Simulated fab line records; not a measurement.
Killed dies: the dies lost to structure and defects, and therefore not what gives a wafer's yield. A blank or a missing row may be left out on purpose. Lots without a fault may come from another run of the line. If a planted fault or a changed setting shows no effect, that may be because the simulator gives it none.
fab line records	flow n5Finfet
record lots=4	wafers=12	lastDay=17
route steps=1938 shown BEOL_M0@743 BEOL_M1@751 BEOL_M4@1111 PASSIVATION@1936
lots with no fault: from the same line, run without faults
startH: start of the lot's first displayed wafer, in hours after the record's first day	waitH: hours since the lot's step before	" repeats the value in the row above	L1.1+2: several wafers, shown together as one row	- value missing, or start not given	* or withheld: withheld	< > ~ a bound
route shown NAME@n: NAME is a module with steps in the file, n the number in the route of the first one	usual: the fault-free wafers' mean and standard deviation	same: alike in all rows	chamber/n: place in a boat	sites: readings site by site	_std_site: the values' standard deviation	_edge_site: outer sites' mean less inner sites'	radiusMm: for every site, how far away it sits from the centre of the wafer	mask NAME#n: copy n	behind: tool/chamber where the wafer was last shaped	hold: what put the lot on hold/how long, in hours/how the hold closed	device: the n, p or np transistor that did not switch	end of line: the route-end tests of the same wafers	step lacking rows: just its recipe	killed: the dies lost at the first sort to structure and to defects; this is not the yield of the wafer	map: a wafer's dies, x killed, . not, _ none there
set.NAME: the run value of the setting; set.NAME@STEP: its run value at that earlier step	model.NAME: the simulator's own value behind a step, which no gauge read
a table for each step, a row for each wafer; lots at some steps of the route
services: a tool's chamber out of use, with start hour (startH, from the record's first day; less than 0 if before it), hours out, and reason
## steps
# step N5_BEOL_M0_CMP_120
# recipe stopOn=SiOC	tOverpolishS=6.9	downForcePsi=1	platenRpm=50	clearingPlatenDownForcePsi=1.5	clearingPlatenRpm=50	postCmpClean=cuAlkaline	clearingPlatenPadVelocityMS=0.99484	padVelocityMS=0.99484
# step N5_BEOL_M0_PRE_CLEAN_131
# recipe gas=NH3/H2	timeS=15	tempC=*	rfPowerW=300
# step N5_BEOL_M0_CO_CAP_123
# recipe material=Co	targetThkA=20	tempC=200	precursor=CCTBA/H2	pressureTorr=30	timeS=102.1
# step N5_BEOL_M0_PRE_CLEAN_124
# recipe gas=NH3	timeS=15	tempC=withheld	rfPowerW=300
# step N5_BEOL_M0_DEP_125
# recipe material=SiCN	targetThkA=80	tempC=withheld	precursor=3MS/NH3	pressureTorr=3	rfW=202	timeS=14
# step N5_BEOL_M1_ILD_DEP_00
# recipe material=SiOC	targetThkA=790	tempC=350	precursor=DEMS/O2	pressureTorr=5	rfW=500	timeS=15.3
# step N5_BEOL_M1_PECVD_72
# recipe material=SiO2	targetThkA=160	tempC=400	precursor=TEOS/O2	pressureTorr=5.5	rfW=450	teosFlowSccm=53.8	gas=O2	flowSccm=3000	timeS=18
# step N5_BEOL_M1_HM_DEP_02
# recipe material=TiN	targetThkA=200	tempC=25	chamberPressurePa=0.49996
# step N5_BEOL_M1_COAT_61
# recipe resist=SOC	tempC=250	timeS=60	spinRpm=1500	resistThkNm=60
# usual plateTempC=250.01/0.18	spinSpeedRpm=1499.9/0.98
lot.wafer	tool	chamber	startH	waitH	plateTempC	spinSpeedRpm	model.SOC_of_BEOL_M1_COAT_61.thkNm
L232.2	lithoTrack-01	0	133.05	0.1	249.93	1500.4	59.8
L232.4	"	0	"	"	249.95	1499.3	59.8
L232.6	"	0	"	"	249.81	1500.1	60
L235.3	lithoTrack-05	0	139.91	0.1	249.82	1499.7	60
L235.5	"	0	"	"	250.08	1499.4	60.2
L235.6	"	0	"	"	250.00	1500.5	60
L251.1	lithoTrack-01	0	243.01	0.1	250.49	1353.9	63.4
L251.5	"	0	"	"	250.21	1353.0	63.2
L251.6	"	0	"	"	249.96	1355.2	63.2
L252.2	lithoTrack-01	0	246.98	0.1	249.96	1353.5	63.2
L252.3	"	0	"	"	250.16	1350.7	63.2
L252.6	"	0	"	"	250.20	1350.9	63.2
# step N5_BEOL_M1_COAT_62
# recipe resist=SiARC	tempC=220	timeS=60	spinRpm=1500	resistThkNm=12
# step N5_BEOL_M1_COAT_73
# recipe resist=underlayer	tempC=205	timeS=60	spinRpm=1500	resistThkNm=5
# step N5_BEOL_M1_COAT_05
# recipe resist=CAR-EUV	spinRpm=1500	resistThkNm=30
# step N5_BEOL_M1_EBR_07
# recipe solvent=PGMEA	ebrWidthMm=1.5
# step N5_BEOL_M1_SOFTBAKE_06
# recipe tempC=110	timeS=60	resist=CAR-EUV
# step N5_BEOL_M1_EXPOSE_08
# recipe maskId=M1	na=0.33	sourceShape=dipole	sigmaInner=0.369	sigmaOuter=0.767	polarization=unpolarized	doseMj=33
# step N5_BEOL_M1_PEB_09
# recipe pebTempC=100	pebTimeS=60	resist=CAR-EUV
# step N5_BEOL_M1_DEVELOP_10
# recipe developTimeS=30	developer=TMAH	resist=CAR-EUV	rinseLiquid=surfactantRinse	dry=airSpin	devTempC=23
# step N5_BEOL_M1_DESCUM_16
# recipe chemistry=O2	timeS=7	sourcePowerW=50	biasPowerW=20	pressureMtorr=20	rfFrequencyHz=2.712e+07	tempC=40	resist=CAR-EUV	o2FlowSccm=225
# step N5_BEOL_M1_ETCH_74
# recipe chemistry=N2/H2	target=underlayer	targetDepthA=65	maskMaterial=CAR-EUV	timeS=5.2	ionEnergyEv=200	pressureMtorr=30	sourceW=840	biasW=150	n2FlowSccm=200	h2FlowSccm=200	ends=cleared
# step N5_BEOL_M1_ETCH_63
# recipe chemistry=CF4	target=SiARC	targetDepthA=156	maskMaterial=CAR-EUV	timeS=26	ionEnergyEv=80	pressureMtorr=40	sourceW=545	biasW=36	Ar_flow_sccm=100	cf4FlowSccm=100	ends=cleared
# step N5_BEOL_M1_ETCH_64
# recipe chemistry=N2/H2	target=SOC	targetDepthA=750	overetchA=150	maskMaterial=SiARC	tempC=40	timeS=112.5	ionEnergyEv=200	pressureMtorr=30	sourceW=840	biasW=150	n2FlowSccm=200	h2FlowSccm=200
# usual drypumpMotorCurrentA=5.8/0.44	oesProductAu=0.61/0.055	rfVppV=523.6/2.3	showerheadPlenumPTorr=2.53/0.077	throttleValvePct=17.81/0.23
lot.wafer	tool	chamber	startH	waitH	drypumpMotorCurrentA	oesProductAu	rfHoursCounterH	rfVppV	showerheadPlenumPTorr	throttleValvePct	model.etch.depthNm
L232.2	rieDiel-02	0	133.64	0.0	5.8	0.59	191	522.7	2.52	17.99	59.84
L232.4	"	1	"	"	6.0	0.62	98	521.6	2.46	18.15	59.83
L232.6	"	1	"	"	6.0	0.62	-	520.9	2.46	18.17	60.03
L235.3	rieDiel-05	0	140.37	0.0	6.1	0.67	52	524.5	2.57	17.87	60.09
L235.5	"	2	"	"	5.4	0.58	-	526.7	2.66	17.75	60.1
L235.6	"	3	"	"	6.1	0.63	-	519.9	2.44	17.53	59.95
L251.1	rieDiel-04	1	243.63	0.0	5.2	0.69	57	524.0	2.59	17.80	63.32
L251.5	"	3	"	"	5.3	0.77	-	523.3	2.49	17.11	63.3
L251.6	"	2	"	"	6.2	0.59	-	523.9	2.52	17.99	63.25
L252.2	rieDiel-04	3	247.61	0.0	5.3	0.78	11	521.9	2.49	17.11	63.26
L252.3	"	2	"	"	6.2	0.58	181	521.7	2.52	18.00	63.18
L252.6	"	0	"	"	5.2	0.57	-	519.2	2.42	17.93	63.26
# step N5_BEOL_M1_STRIP_65
# recipe chemistry=N2/H2	tempC=40	n2FlowSccm=200	h2FlowSccm=200	rfFrequencyHz=6e+07
# step N5_BEOL_M1_STRIP_75
# recipe chemistry=N2/H2	tempC=40	n2FlowSccm=200	h2FlowSccm=200	rfFrequencyHz=6e+07
# step N5_BEOL_M1_STRIP_66
# recipe chemistry=CF4	resist=SiARC	powerW=300	biasPowerW=75	pressureMtorr=50	cf4FlowSccm=150	rfFrequencyHz=6e+07
# step N5_BEOL_M1_HM_OPEN_17
# recipe chemistry=Cl2/BCl3	targetDepthA=200	overetchA=60	target=TiN	maskMaterial=SOC	ionEnergyEv=150	pressureMtorr=10	icpW=1000	biasW=126	Cl2_flow_sccm=53.25	bcl3FlowSccm=21.75	Ar_flow_sccm=25
# usual drypumpMotorCurrentA=5.9/0.59	oesProductAu=0.58/0.059	throttleValvePct=22.34/0.2
lot.wafer	tool	chamber	startH	waitH	drypumpMotorCurrentA	oesProductAu	rfHoursCounterH	throttleValvePct	model.SOC_of_BEOL_M1_COAT_61.thkNm
L232.2	rieMetal-01	0	133.81	0.0	5.9	0.52	126	22.12	52
L232.4	"	0	"	"	5.9	0.51	-	22.15	52
L232.6	"	1	"	"	5.5	0.68	-	22.01	52.4
L235.3	rieMetal-03	1	140.57	0.1	4.8	0.54	-	22.36	52.2
L235.5	"	1	"	"	4.8	0.55	-	22.36	52.2
L235.6	"	0	"	"	6.7	0.60	-	22.24	52
L251.1	rieMetal-01	0	243.79	0.0	5.9	0.83	1	21.89	55.2
L251.5	"	1	"	"	5.5	0.65	-	22.06	55.6
L251.6	"	0	"	"	5.9	0.82	-	21.91	55.2
L252.2	rieMetal-02	0	247.78	0.0	5.9	0.55	93	22.40	55.4
L252.3	"	0	"	"	5.9	0.56	-	22.40	55.4
L252.6	"	0	"	"	5.9	0.56	-	22.39	55.6
# step N5_BEOL_M1_STRIP_19
# recipe chemistry=O2	powerW=400	tempC=40	pressureMtorr=30	rfFrequencyHz=6e+07	biasPowerW=0	overashFraction=0.2	o2FlowSccm=225
# step N5_BEOL_M4_RC_MEAS_101
# usual DIBL_N=36.3/1.7	DIBL_P=36.5/1.8	IOFF_N=0.16/0.033	IOFF_P=0.21/0.037	ION_N=675/11	ION_P=462/7.9	SS_N=71.6/0.64	SS_P=73.3/0.68	VT_N=249/3.3	VT_P=-250/3.3
lot.wafer	tool	chamber	startH	waitH	DIBL_N[mV/V]	DIBL_P[mV/V]	IOFF_N[nA/um]	IOFF_P[nA/um]	ION_N[uA/um]	ION_P[uA/um]	SS_N[mV/dec]	SS_P[mV/dec]	VT_N[mV]	VT_P[mV]
L232.2	prober-02	0	179.71	0.2	36.0	36.0	0.17	0.24	697	478	71.6	73.3	248	-249
L232.4	"	0	"	"	35.7	36.2	0.16	0.24	670	467	71.5	73.4	251	-248
L232.6	"	0	"	"	34.0	33.7	0.13	0.19	667	461	72.1	72.2	249	-250
L235.3	prober-01	0	183.02	0.3	38.1	37.8	0.19	0.26	684	467	71.9	73.3	245	-249
L235.5	"	0	"	"	38.4	38.6	0.19	0.27	680	468	72.2	74.1	247	-247
L235.6	"	0	"	"	36.8	36.7	0.16	0.23	675	463	70.9	73.6	250	-248
L251.1	prober-02	0	287.94	0.0	35.1	35.5	0.16	0.19	689	469	72.3	73.0	248	-250
L251.5	"	0	"	"	34.9	34.7	0.15	0.19	681	466	70.9	72.8	250	-249
L251.6	"	0	"	"	33.3	33.1	0.13	0.17	679	465	70.6	73.0	251	-254
L252.2	prober-02	0	291.79	0.2	37.9	38.5	0.21	0.22	690	462	72.2	73.7	245	-251
L252.3	"	0	"	"	35.1	35.3	0.16	0.20	684	465	71.2	73.2	247	-254
L252.6	"	0	"	"	39.6	40.9	0.26	0.30	693	471	72.1	75.5	242	-247
# step N5_PASSIVATION_PROBE_49
# usual defectLimitedYield=91.3/1.5	killed_at_M0_to_M3=34/9.4	killed_at_M4_up=13/5.3	killedAtContacts=13/5.7	killedAtFrontEnd=40/10	killedAtOther=3.7/2.8	killedDies=103/17	killedOpen=67/13	killedShort=35/8.5	sort_bin_4_leakage=0.00/0.016	sort_bin_5_function=5.0/0.98	sort_bin_6_memory=3.3/0.7	sortNPass=1077/17	sortYieldPct=91.3/1.5
# same grossDies=1180	killedAtBackSide=0	sort_bin_8_speed[%]=0
lot.wafer	tool	chamber	startH	waitH	defectLimitedYield[%]	killed_at_M0_to_M3	killed_at_M4_up	killedAtContacts	killedAtFrontEnd	killedAtOther	killedDies	killedOpen	killedShort	sort_bin_4_leakage[%]	sort_bin_5_function[%]	sort_bin_6_memory[%]	sortNPass	sortYieldPct[%]
L232.2	prober-01	-	273.53	0.1	91.4	35	15	17	32	2	101	71	29	0	4.9	3.6	1079	91.4
L232.4	prober-01	-	273.63	0.2	89.1	43	13	18	52	3	129	85	42	0	6.9	3.6	1051	89.1
L232.6	prober-01	-	273.73	0.3	91.0	44	12	13	34	3	106	63	42	0	5.8	3.1	1074	91.0
L235.3	prober-02	-	290.01	0.1	91.9	34	10	14	33	5	96	67	29	0	4.4	3.2	1084	91.9
L235.5	prober-02	-	290.11	0.2	91.3	46	6	10	31	10	103	68	35	0	4.9	3.3	1077	91.3
L235.6	prober-02	-	290.16	0.3	91.1	30	16	8	45	6	105	63	38	0	5.0	3.5	1075	91.1
L251.1	prober-01	-	386.87	0.0	94.1	26	15	8	21	0	70	52	16	0	3.6	2.0	1110	94.1
L251.5	prober-01	-	387.07	0.2	93.3	24	6	11	38	0	79	46	31	0	4.2	2.5	1101	93.3
L251.6	prober-01	-	387.12	0.3	92.3	20	15	14	42	0	91	55	32	0	4.2	3.2	1089	92.3
L252.2	prober-01	-	397.56	0.1	91.6	40	7	17	33	2	99	62	37	0	4.3	3.6	1081	91.6
L252.3	prober-01	-	397.61	0.1	91.0	32	11	9	50	4	106	71	32	0	6.1	2.7	1074	91.0
L252.6	prober-01	-	397.76	0.3	91.6	41	11	12	34	1	99	61	38	0.08	5.6	2.5	1080	91.5
# killed by level:class
L232.2 MOL_CONTACT_COAG:geometricParticle:open=11 STI_FIN_REVEAL:geometricParticle:open=9 FIN_SAQP:geometricParticle:open=7 BEOL_M2:geometricParticle:open=7 MOL_CONTACT_COAG:geometricParticle:short=6 BEOL_M0_SAQP:geometricParticle:short=6 BEOL_M3:geometricParticle:open=6 BEOL_M2:geometricParticle:short=5
L232.4 FIN_SAQP:geometricParticle:open=20 BEOL_M2:geometricParticle:open=17 MOL_CONTACT_COAG:geometricParticle:open=12 FIN_SAQP:geometricParticle:short=9 BEOL_M0_SAQP:geometricParticle:open=7 MOL_CONTACT_COAG:geometricParticle:short=6 BEOL_M4:geometricParticle:open=6 DUMMY_GATE:geometricParticle:open=5
L232.6 BEOL_M2:geometricParticle:open=11 FIN_SAQP:geometricParticle:short=9 BEOL_M0_SAQP:geometricParticle:open=8 FIN_SAQP:geometricParticle:open=7 MOL_CONTACT_COAG:geometricParticle:open=7 STI_FIN_REVEAL:geometricParticle:open=6 MOL_CONTACT_COAG:geometricParticle:short=6 BEOL_M0_SAQP:geometricParticle:short=6
L235.3 MOL_CONTACT_COAG:geometricParticle:open=13 BEOL_M2:geometricParticle:open=12 FIN_SAQP:geometricParticle:open=10 STI_FIN_REVEAL:geometricParticle:open=9 BEOL_M0_SAQP:geometricParticle:short=8 FIN_SAQP:geometricParticle:short=7 BEOL_M4:geometricParticle:open=6 BEOL_M0_SAQP:geometricParticle:open=5
L235.5 BEOL_M0_SAQP:geometricParticle:open=18 BEOL_M0_SAQP:geometricParticle:short=14 STI_FIN_REVEAL:geometricParticle:open=10 BEOL_M1:geometricParticle:open=6 MOL_CONTACT_COAG:geometricParticle:open=6 FIN_SAQP:geometricParticle:open=5 FIN_SAQP:geometricParticle:short=4 ILD0:geometricParticle:open=4
L235.6 FIN_SAQP:geometricParticle:open=9 MOL_CONTACT_COAG:geometricParticle:open=8 BEOL_M0_SAQP:geometricParticle:open=7 BEOL_M0_SAQP:geometricParticle:short=6 BEOL_M2:geometricParticle:open=6 FIN_SAQP:geometricParticle:short=5 STARTING-WAFER:geometricParticle:short=5 STI_FIN_REVEAL:geometricParticle:open=4
L251.1 BEOL_M3:geometricParticle:open=11 BEOL_M4:geometricParticle:open=9 FIN_SAQP:geometricParticle:open=6 BEOL_M2:geometricParticle:open=6 STI_FIN_REVEAL:geometricParticle:open=4 MOL_CONTACT_COAG:geometricParticle:open=4 MOL_CONTACT_COAG:geometricParticle:short=4 BEOL_M1:geometricParticle:open=4
L251.5 MOL_CONTACT_COAG:geometricParticle:open=10 FIN_SAQP:geometricParticle:open=9 BEOL_M3:geometricParticle:open=7 FIN_SAQP:geometricParticle:short=5 STI_FIN_REVEAL:geometricParticle:open=5 BEOL_M3:geometricParticle:short=5 GATE_CUT:geometricParticle:short=4 STARTING-WAFER:geometricParticle:short=4
L251.6 MOL_CONTACT_COAG:geometricParticle:open=10 FIN_SAQP:geometricParticle:open=9 FIN_SAQP:geometricParticle:short=7 GATE_CUT:geometricParticle:open=6 BEOL_M2:geometricParticle:open=6 BEOL_M4:geometricParticle:open=6 BEOL_M3:geometricParticle:open=5 GATE_CUT:geometricParticle:short=4
L252.2 BEOL_M0_SAQP:geometricParticle:open=12 MOL_CONTACT_COAG:geometricParticle:open=11 STI_FIN_REVEAL:geometricParticle:open=9 BEOL_M3:geometricParticle:open=9 BEOL_M0_SAQP:geometricParticle:short=8 FIN_SAQP:geometricParticle:short=7 MOL_CONTACT_COAG:geometricParticle:short=6 FIN_SAQP:geometricParticle:open=4
L252.3 FIN_SAQP:geometricParticle:open=14 BEOL_M0_SAQP:geometricParticle:open=13 MOL_CONTACT_COAG:geometricParticle:open=9 FIN_SAQP:geometricParticle:short=8 STI_FIN_REVEAL:geometricParticle:open=8 BEOL_M0_SAQP:geometricParticle:short=7 ILD0:geometricParticle:short=5 BEOL_M3:geometricParticle:open=5
L252.6 FIN_SAQP:geometricParticle:short=13 FIN_SAQP:geometricParticle:open=10 BEOL_M2:geometricParticle:open=10 MOL_CONTACT_COAG:geometricParticle:open=9 BEOL_M0_SAQP:geometricParticle:short=8 BEOL_M3:geometricParticle:open=8 BEOL_M0_SAQP:geometricParticle:open=6 BEOL_M1:geometricParticle:open=6
## services
tool	chamber	startH	hours	kind
rieMetal-03	-	129.27	2.8	pm
rieMetal-02	0	136.10	2.2	repair
rieDiel-05	1	139.32	17.3	repair
rieDiel-02	3	143.02	4.5	repair
rieDiel-04	0	150.47	3.8	repair
rieDiel-02	3	155.23	9.1	repair
rieDiel-04	2	180.80	8.5	repair
rieDiel-04	3	189.27	-	clean
rieDiel-04	3	189.27	-	consumableReplace:focusRing
rieDiel-04	3	189.27	22.4	scheduledDown
rieDiel-04	3	189.27	22.4	ventCycle
rieDiel-02	-	189.99	2.8	pm
rieMetal-01	0	209.94	-	clean
rieMetal-01	0	209.94	16.2	scheduledDown
rieMetal-01	0	209.94	16.2	ventCycle
rieDiel-04	1	229.69	7.4	repair
## key
firstSign step=N5_BEOL_M1_COAT_61	reading=spinSpeedRpm	direction=down	sigmas=99+	usual=*	struck=*
effect none on later readings
modelEffect step=N5_BEOL_M1_COAT_61	value=SOC_of_BEOL_M1_COAT_61.thkNm	without=60.07	struck=63.23
modelEffect step=N5_BEOL_M1_ETCH_64	value=etch.depthNm	without=60.08	struck=63.26
modelEffect step=N5_BEOL_M1_HM_OPEN_17	value=SOC_of_BEOL_M1_COAT_61.thkNm	without=52.2	struck=55.4
metAt N5_BEOL_M1_COAT_61
struckWafers L251.1,L251.5,L251.6,L252.2,L252.3,L252.6
onsetBetween 133.05 243.01
fault kind=processParameterDrift	tool=lithoTrack-01	chamber=-	onsetH=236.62	steps=N5_BEOL_M1_COAT_61	channel=spinRpm	offset=*	shape=step	endH=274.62	actsIn=*	stated=*
